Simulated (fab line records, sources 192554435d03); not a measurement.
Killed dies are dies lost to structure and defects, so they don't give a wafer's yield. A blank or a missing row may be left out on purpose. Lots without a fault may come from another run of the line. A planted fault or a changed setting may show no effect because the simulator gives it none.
Split-lot experiment | flow n5_finfet | 7 lots, 21 wafers read, on a route of 1938 steps

THE SPLIT
At N5_GATE_CUT_ETCH_56 (etches TiN in Cl2/Ar, target depth 21.6 nm), the setting icp_w was moved away from the recipe's 600 W on 5 of the 21 wafers read, by -16.6% to +15.2%. The other wafers ran this setting at the recipe's value.

The reading is taken at the split's own step.

THE READING
etch.depth_nm (the simulator's own value, which no gauge read), in nm, at N5_GATE_CUT_ETCH_56 (etches TiN in Cl2/Ar, target depth 21.6 nm). The file gives no usual value for it. The 16 wafers here that ran the recipe average 22.22 nm, standard deviation 0.29 nm.

wafer  | tool, chamber at the split | icp_w as run, W | against the recipe | etch.depth_nm, nm | against lot-mates on the recipe
L077.1 | rie_metal-02, 1            | 600             | recipe             | 22.47             | -
L077.2 | rie_metal-02, 0            | 600             | recipe             | 22.43             | -
L077.4 | rie_metal-02, 0            | 600             | recipe             | 22.4              | -
L078.2 | rie_metal-02, 1            | 600             | recipe             | 22.5              | -
L078.4 | rie_metal-02, 0            | 600             | recipe             | 22.38             | -
L078.5 | rie_metal-02, 1            | 600             | recipe             | 22.43             | -
L080.1 | rie_metal-02, 0            | 691             | +15.2%             | 25.23             | +2.91
L080.2 | rie_metal-02, 1            | 600             | recipe             | 22.32             | -
L080.5 | rie_metal-02, 0            | 691             | +15.2%             | 25.14             | +2.82
L090.2 | rie_metal-02, 1            | 600             | recipe             | 22.31             | -
L090.3 | rie_metal-02, 1            | 500.6           | -16.6%             | 19.3              | -2.94
L090.5 | rie_metal-02, 1            | 600             | recipe             | 22.18             | -
L092.3 | rie_metal-01, 0            | 600             | recipe             | 22.19             | -
L092.4 | rie_metal-01, 1            | 600             | recipe             | 22.15             | -
L092.6 | rie_metal-01, 1            | 600             | recipe             | 22.22             | -
L096.3 | rie_metal-02, 1            | 553.2           | -7.8%              | 20.77             | -1.49
L096.4 | rie_metal-02, 0            | 600             | recipe             | 22.37             | -
L096.6 | rie_metal-02, 0            | 600             | recipe             | 22.14             | -
L097.1 | rie_metal-03, 1            | 600             | recipe             | 21.78             | -
L097.2 | rie_metal-03, 0            | 688.6           | +14.8%             | 24.13             | +2.58
L097.5 | rie_metal-03, 0            | 600             | recipe             | 21.31             | -

THE FIT
A straight line over all 21 wafers: etch.depth_nm changes by +0.176 nm for each +1% of icp_w; r = +0.97; the points scatter about the line by 0.33 nm.
The same after taking each lot's own level away (the mean of its wafers on the recipe; 21 wafers): +0.183 nm for each +1%; r = +1.00; scatter 0.1 nm.
On that fit, the largest move of icp_w shifts the reading by 3 nm.
The lots' own levels span 21.545 to 22.437 nm, that is 3.1 times the standard deviation above.
So the lot-to-lot level changes the slope little: the two slopes agree.
Check: with one of the wafers moved furthest among these (-16.6%) left out of the fit, the line predicts -3.07 nm for it against its lot-mates. It came out at -2.94 nm against them.

OTHER SPLITS ON THESE WAFERS
These wafers also went through other splits before the reading. Each is held against what the fit with the lots' levels taken away leaves over:
other split on the same wafers     | wafers away from the commonest value | r with etch.depth_nm (lot level and that fit taken away)
N5_SD_EPI_N_ETCH_16 target_depth_a | 7                                    | -0.03
N5_SDB_COAT_03 spin_rpm            | 9                                    | -0.18
N5_HKMG_FIN_ETCH_54 source_w       | 7                                    | -0.14

THE FILE'S OWN FIT
etch.depth_nm changes by +0.181 nm for each +1% of icp_w, r = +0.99.
